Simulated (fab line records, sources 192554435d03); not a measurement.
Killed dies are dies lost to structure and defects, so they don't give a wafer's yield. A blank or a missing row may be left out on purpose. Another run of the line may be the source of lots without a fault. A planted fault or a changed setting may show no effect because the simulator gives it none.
fab line records	flow n5_finfet
record lots=9	wafers=27	last_day=18
route steps=1938 shown BEOL_M0_SAQP@672 BEOL_M4@1111
lots that met no fault: taken from a fault-free run of the same line
start_h: hours from the record's opening day to when the first of the lot's shown wafers began	wait_h: hours from the lot's prior step to this one	" unchanged from the row above	L1.1+2: a row that stands for several wafers	- either no value or no given start	* or withheld: withheld	< > ~ a bound
route shown NAME@n: NAME is a module with steps in the file, n the number in the route of the first one	usual: mean/standard deviation of fault-free wafers	same: alike in all rows	chamber/n: place in a boat	sites: the reading at each site	_std_site: their standard deviation	_edge_site: outer sites' mean less inner sites'	radius_mm: how far each site lies from the wafer's centre	mask NAME#n: copy n	behind: the most recent tool/chamber to have shaped the wafer	hold: the reason the lot was held/the length of the hold in hours/how it ended	device: which transistor (n, p or np) failed to switch	end of line: the same wafers' tests at the end of the route	where a step has no rows: the recipe by itself	killed: not the wafer's yield, but the dies lost to structure and defects at the first sort	map: the dies of a wafer, with x for killed, . for not killed, _ for no die there
set.NAME: the setting the step ran with; set.NAME@STEP: the setting that earlier step ran with	model.NAME: the simulator's own value behind a step, which no gauge read
a sample of lots followed through the steps of the route, with each step as a table and each wafer as a row
services: when a tool's chamber went out of use (start_h, in hours from the record's first day, below 0 if earlier), for how many hours, and the reason
## steps
# step N5_BEOL_M0_SAQP_ETCH_106
# recipe chemistry=N2/H2	target=SOC	target_depth_a=1500	stop_on=SiNx	ion_energy_ev=100	bias_w=61	pressure_mtorr=30	source_w=850	n2_flow_sccm=200	h2_flow_sccm=200
# usual drypump_motor_current_A=5.91/0.3	oes_product_au=0.79/0.093	rf_vpp_V=241.2/0.97	showerhead_plenum_p_Torr=2.58/0.047	throttle_valve_pct=17.79/0.26
lot.wafer	tool	chamber	start_h	wait_h	drypump_motor_current_A	oes_product_au	rf_hours_counter_h	rf_vpp_V	showerhead_plenum_p_Torr	throttle_valve_pct
L405.1	rie_diel-05	3	118.82	-	6.01	0.71	204	242.9	2.64	17.86
L405.2	"	0	"	"	6.08	0.90	25	241.6	2.60	17.87
L405.5	"	1	"	"	5.89	0.90	-	240.7	2.59	17.33
L408.2	rie_diel-05	1	141.05	-	5.90	0.89	28	240.9	2.59	17.35
L408.3	"	3	"	"	6.02	0.71	210	241.8	2.63	17.85
L408.6	"	0	"	"	6.13	0.89	-	240.0	2.59	17.90
L409.1	rie_diel-05	3	146.25	-	6.04	0.70	211	242.6	2.63	17.87
L409.3	"	1	"	"	5.91	0.90	29	241.8	2.59	17.35
L409.4	"	0	"	"	6.10	0.88	32	241.7	2.59	17.90
L414.2	rie_diel-05	3	180.03	-	6.03	0.70	221	241.7	2.63	17.87
L414.4	"	2	"	"	5.49	0.81	63	242.0	2.58	17.73
L414.5	"	1	"	"	5.84	0.88	-	241.6	2.58	17.37
L419.2	rie_diel-02	2	205.24	-	6.32	0.92	15	242.6	2.59	17.70
L419.3	"	1	"	"	6.38	0.72	183	241.1	2.53	18.19
L419.5	"	2	"	"	6.33	0.92	-	242.5	2.59	17.70
L420.1	rie_diel-05	2	209.69	-	5.50	0.80	71	240.7	2.58	17.73
L420.4	"	0	"	"	6.11	0.86	51	243.2	2.59	17.92
L420.5	"	3	"	"	6.03	0.69	-	240.6	2.63	17.89
L423.1	rie_diel-05	2	227.66	-	5.49	0.80	77	241.8	2.58	17.74
L423.4	"	3	"	"	6.04	0.69	235	240.5	2.62	17.91
L423.5	"	3	"	"	6.03	0.69	-	242.3	2.62	17.91
L424.2	rie_diel-01	0	238.96	-	6.34	0.96	7	242.2	2.60	17.29
L424.4	"	3	"	"	5.78	0.77	-	239.6	2.45	18.11
L424.6	"	0	"	"	6.33	0.95	-	242.4	2.60	17.30
L426.2	rie_diel-05	0	252.54	-	6.07	0.84	63	241.1	2.58	17.94
L426.4	"	3	"	"	6.03	0.69	242	239.9	2.62	17.90
L426.5	"	1	"	"	5.86	0.84	-	241.3	2.57	17.39
# step N5_BEOL_M0_SAQP_STRIP_108
# recipe chemistry=N2/H2	power_w=500	temp_c=40	pressure_mtorr=50	rf_frequency_hz=6e+07	overash_fraction=0.3	bias_power_w=28	h2_frac=0.5	n2_flow_sccm=300	h2_flow_sccm=300
# usual drypump_motor_current_A=5.92/0.3	oes_product_au=0.79/0.096	rf_vpp_V=122.1/0.8	showerhead_plenum_p_Torr=3.40/0.06	throttle_valve_pct=18.9/0.34
lot.wafer	tool	chamber	start_h	wait_h	drypump_motor_current_A	oes_product_au	rf_hours_counter_h	rf_vpp_V	showerhead_plenum_p_Torr	throttle_valve_pct
L405.1	rie_diel-05	3	118.92	0.0	6.03	0.72	205	121.1	3.48	19.0
L405.2	"	0	"	"	6.05	0.91	25	122.5	3.43	19.0
L405.5	"	1	"	"	5.89	0.93	-	121.2	3.42	18.3
L408.2	rie_diel-05	1	141.15	0.0	5.88	0.90	28	122.4	3.41	18.3
L408.3	"	3	"	"	6.05	0.71	210	123.5	3.47	19.0
L408.6	"	0	"	"	6.10	0.89	-	122.6	3.42	19.0
L409.1	rie_diel-05	3	146.35	0.0	6.04	0.72	211	122.0	3.47	19.0
L409.3	"	1	"	"	5.89	0.90	29	121.7	3.41	18.3
L409.4	"	0	"	"	6.07	0.89	32	122.5	3.42	19.0
L414.2	rie_diel-05	3	180.13	0.0	6.04	0.70	221	122.3	3.47	19.0
L414.4	"	2	"	"	5.48	0.82	63	122.1	3.41	18.7
L414.5	"	1	"	"	5.89	0.88	-	121.3	3.41	18.3
L419.2	rie_diel-02	2	205.34	0.0	6.32	0.96	15	124.2	3.42	18.6
L419.3	"	1	"	"	6.35	0.74	183	121.8	3.34	19.6
L419.5	"	2	"	"	6.31	0.95	-	123.3	3.42	18.6
L420.1	rie_diel-05	2	209.79	0.0	5.50	0.81	71	123.2	3.41	18.7
L420.4	"	0	"	"	6.09	0.86	51	121.6	3.41	19.0
L420.5	"	3	"	"	6.05	0.69	-	124.3	3.46	19.0
L423.1	rie_diel-05	2	227.76	0.0	5.49	0.80	77	122.7	3.40	18.7
L423.4	"	3	"	"	6.02	0.69	235	122.1	3.46	19.0
L423.5	"	3	"	"	6.04	0.69	-	121.0	3.46	19.0
L424.2	rie_diel-01	0	239.06	0.0	6.36	0.96	7	121.3	3.43	18.4
L424.4	"	3	"	"	5.80	0.77	-	121.7	3.24	19.2
L424.6	"	0	"	"	6.37	0.96	-	123.1	3.43	18.4
L426.2	rie_diel-05	0	252.64	0.0	6.10	0.85	64	122.1	3.41	19.0
L426.4	"	3	"	"	6.02	0.69	242	122.1	3.46	19.0
L426.5	"	1	"	"	5.88	0.86	-	121.4	3.40	18.3
# step N5_BEOL_M0_SAQP_MANDREL2_REMOVE_110
# recipe chemistry=HBr/Cl2/O2	bt_time_s=10	target=a-Si	stop_on=SiCN	endpoint=OES-SiCl	over_etch_frac=1	icp_w=600	bias_w=30	HBr_flow_sccm=150	Cl2_flow_sccm=80	O2_flow_sccm=5	pressure_mtorr=10
# usual drypump_motor_current_A=5.7/0.48	mfc_cl2_sccm=79.99/0.25	oes_product_au=1.005/0.014	throttle_valve_pct=36.71/0.3
# same bt_time_s=10
lot.wafer	tool	chamber	start_h	wait_h	drypump_motor_current_A	mfc_cl2_sccm	oes_product_au	rf_hours_counter_h	throttle_valve_pct
L405.1	rie_si-01	1	120.38	0.1	6.3	80.51	0.988	174	36.90
L405.2	"	2	"	"	5.5	79.82	1.017	122	37.24
L405.5	"	2	"	"	5.5	79.62	1.016	-	37.24
L408.2	rie_si-03	2	142.09	0.1	5.2	79.77	0.986	94	36.68
L408.3	"	0	"	"	5.6	80.03	1.005	190	36.07
L408.6	"	3	"	"	6.4	79.73	1.007	-	37.08
L409.1	rie_si-03	2	147.19	0.1	5.1	80.08	1.003	94	36.67
L409.3	"	0	"	"	5.6	79.93	1.004	190	36.09
L409.4	"	2	"	"	5.2	80.11	0.994	-	36.68
L414.2	rie_si-04	3	180.97	0.1	5.9	79.75	0.986	87	36.75
L414.4	"	2	"	"	5.2	80.10	0.995	75	36.84
L414.5	"	2	"	"	5.2	80.05	0.992	-	36.84
L419.2	rie_si-03	0	206.31	0.1	5.6	80.19	1.008	0	36.31
L419.3	"	1	"	"	5.5	80.02	1.010	155	36.35
L419.5	"	0	"	"	5.6	80.18	1.002	-	36.31
L420.1	rie_si-01	1	210.63	0.1	6.3	79.84	1.000	176	36.89
L420.4	"	3	"	"	4.9	80.06	1.047	186	36.41
L420.5	"	2	"	"	5.5	80.02	1.033	-	37.23
L423.1	rie_si-04	3	228.61	0.1	5.9	80.02	0.989	87	36.75
L423.4	"	0	"	"	5.9	79.99	0.995	69	36.61
L423.5	"	1	"	"	6.5	80.20	0.998	-	36.74
L424.2	rie_si-01	0	239.90	0.1	5.8	80.21	1.003	4	36.85
L424.4	"	0	"	"	5.8	80.67	0.998	-	36.86
L424.6	"	1	"	"	6.3	79.70	0.996	-	36.91
L426.2	rie_si-03	1	254.00	0.1	5.5	79.80	1.015	156	36.35
L426.4	"	3	"	"	6.4	79.93	1.018	10	37.10
L426.5	"	1	"	"	5.5	79.96	1.024	-	36.34
# step N5_BEOL_M0_SAQP_COAT_69
# recipe resist=SOC	temp_c=250	time_s=60	spin_rpm=1500	resist_thk_nm=90
# usual spin_speed_rpm=1500.1/0.93
lot.wafer	tool	chamber	start_h	wait_h	spin_speed_rpm
L405.1	litho_track-03	0	120.52	0.0	1500.2
L405.2	"	0	"	"	1501.7
L405.5	"	0	"	"	1499.7
L408.2	litho_track-02	0	142.23	0.0	1500.8
L408.3	"	0	"	"	1499.4
L408.6	"	0	"	"	1500.1
L409.1	litho_track-02	0	147.33	0.0	1499.3
L409.3	"	0	"	"	1499.5
L409.4	"	0	"	"	1498.8
L414.2	litho_track-02	0	181.11	0.0	1499.1
L414.4	"	0	"	"	1501.0
L414.5	"	0	"	"	1499.7
L419.2	litho_track-02	0	206.46	0.0	1542.8
L419.3	"	0	"	"	1541.2
L419.5	"	0	"	"	1541.4
L420.1	litho_track-02	0	210.78	0.0	1544.0
L420.4	"	0	"	"	1543.9
L420.5	"	0	"	"	1543.3
L423.1	litho_track-05	0	228.76	0.0	1499.8
L423.4	"	0	"	"	1500.4
L423.5	"	0	"	"	1499.1
L424.2	litho_track-05	0	240.04	0.0	1501.0
L424.4	"	0	"	"	1498.9
L424.6	"	0	"	"	1499.1
L426.2	litho_track-05	0	254.14	0.0	1499.7
L426.4	"	0	"	"	1499.5
L426.5	"	0	"	"	1499.8
# step N5_BEOL_M4_RC_MEAS_101
# usual DIBL_N=36.4/1.4	DIBL_P=36.3/1.8	IOFF_N=0.163/0.024	IOFF_P=0.21/0.034	ION_N=673/11	ION_P=461/7.4	SS_N=71.6/0.52	SS_P=73.3/0.58	VT_N=249.4/2.5	VT_P=-250/3.5
lot.wafer	tool	chamber	start_h	wait_h	DIBL_N[mV/V]	DIBL_P[mV/V]	IOFF_N[nA/um]	IOFF_P[nA/um]	ION_N[uA/um]	ION_P[uA/um]	SS_N[mV/dec]	SS_P[mV/dec]	VT_N[mV]	VT_P[mV]
L405.1	prober-01	0	175.17	0.0	37.2	38.0	0.170	0.25	663	456	71.9	73.8	245.9	-246
L405.2	"	0	"	"	37.2	37.4	0.169	0.24	668	462	71.2	73.4	249.0	-248
L405.5	"	0	"	"	37.5	38.2	0.181	0.24	666	459	71.9	73.8	246.9	-248
L409.1	prober-01	0	199.09	0.0	37.5	36.9	0.177	0.25	684	470	72.3	73.5	250.3	-245
L409.3	"	0	"	"	35.5	34.4	0.136	0.20	668	464	71.2	72.7	249.4	-249
L409.4	"	0	"	"	38.3	37.3	0.186	0.27	677	467	71.6	73.2	249.5	-244
L408.2	prober-01	0	201.78	0.2	37.5	38.4	0.198	0.24	678	458	72.5	74.3	247.3	-249
L408.3	"	0	"	"	39.0	39.6	0.209	0.26	679	460	72.6	74.2	246.0	-252
L408.6	"	0	"	"	37.6	38.6	0.190	0.24	682	469	71.7	73.8	248.4	-249
L414.2	prober-01	0	228.92	0.2	34.6	33.8	0.134	0.18	676	462	71.2	71.9	249.4	-255
L414.4	"	0	"	"	36.2	35.3	0.156	0.19	675	458	71.5	74.2	248.3	-251
L414.5	"	0	"	"	35.7	34.9	0.144	0.19	675	463	71.9	73.3	249.2	-254
L419.2	prober-02	0	261.20	0.2	37.7	35.9	0.174	0.21	663	451	72.5	73.4	252.2	-249
L419.3	"	0	"	"	35.0	33.7	0.124	0.17	661	455	71.4	73.3	254.1	-250
L419.5	"	0	"	"	35.7	33.7	0.138	0.17	653	448	71.8	72.7	252.6	-256
L420.1	prober-01	0	266.60	0.0	36.4	37.2	0.175	0.22	676	461	71.5	73.4	248.3	-248
L420.4	"	0	"	"	34.9	35.6	0.147	0.19	683	465	70.5	72.6	248.1	-251
L420.5	"	0	"	"	35.2	36.2	0.153	0.19	682	468	70.8	72.1	249.0	-251
L423.1	prober-01	0	286.41	0.0	39.8	39.1	0.201	0.26	667	458	71.8	74.0	250.8	-245
L423.4	"	0	"	"	38.6	37.8	0.186	0.25	684	467	71.5	73.6	249.1	-245
L423.5	"	0	"	"	38.2	37.4	0.171	0.23	666	463	71.7	73.3	248.9	-247
L424.2	prober-02	0	303.23	0.2	35.1	34.8	0.137	0.19	665	460	70.9	73.0	250.8	-250
L424.4	"	0	"	"	36.0	35.2	0.146	0.20	666	455	71.1	72.9	251.1	-250
L424.6	"	0	"	"	35.1	35.0	0.142	0.20	662	456	70.9	72.6	248.0	-248
L426.2	prober-01	0	306.09	0.2	37.4	35.5	0.158	0.23	674	466	71.0	73.2	249.3	-247
L426.4	"	0	"	"	40.3	38.7	0.217	0.30	691	465	72.4	73.9	245.3	-242
L426.5	"	0	"	"	36.6	33.9	0.146	0.22	656	458	71.6	72.1	254.2	-247
## services
tool	chamber	start_h	hours	kind
rie_diel-05	3	94.96	1.2	repair
rie_si-03	2	96.45	3.6	repair
rie_si-03	2	101.51	6.0	repair
rie_si-03	1	123.48	29.9	repair
rie_diel-02	2	138.40	-	clean
rie_diel-02	2	138.40	-	consumable_replace:focus_ring
rie_diel-02	2	138.40	25.0	scheduled_down
rie_diel-02	2	138.40	25.0	vent_cycle
rie_diel-01	3	147.65	1.5	repair
litho_track-02	-	165.16	-	consumable_replace:filter
rie_si-04	-	167.44	0.4	repair
rie_si-03	0	183.21	-	clean
rie_si-03	0	183.21	20.6	scheduled_down
rie_si-03	0	183.21	20.6	vent_cycle
rie_diel-02	3	191.01	10.1	repair
rie_diel-01	0	196.11	-	clean
rie_diel-01	0	196.11	-	consumable_replace:focus_ring
rie_diel-01	0	196.11	21.7	scheduled_down
rie_diel-01	0	196.11	21.7	vent_cycle
rie_diel-05	1	210.89	6.7	repair
rie_diel-01	1	233.89	-	clean
rie_si-01	3	237.15	-	clean
rie_si-01	3	237.15	16.1	scheduled_down
rie_si-01	3	237.15	16.1	vent_cycle
## key
first_sign step=N5_BEOL_M0_SAQP_COAT_69	reading=spin_speed_rpm	direction=up	sigmas=46	usual=*	struck=*
effect none on later readings
met_at N5_BEOL_M0_SAQP_COAT_69
struck_lots L419,L420
not_acting_at N5_BEOL_M0_SAQP_ETCH_106,N5_BEOL_M0_SAQP_STRIP_108,N5_BEOL_M0_SAQP_MANDREL2_REMOVE_110
onset_between 181.11 206.46
fault kind=process_parameter_drift	tool=litho_track-02	chamber=-	onset_h=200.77	steps=N5_BEOL_M0_SAQP_COAT_69	channel=spin_rpm	offset=*	shape=step	end_h=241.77	acts_in=*	stated=*
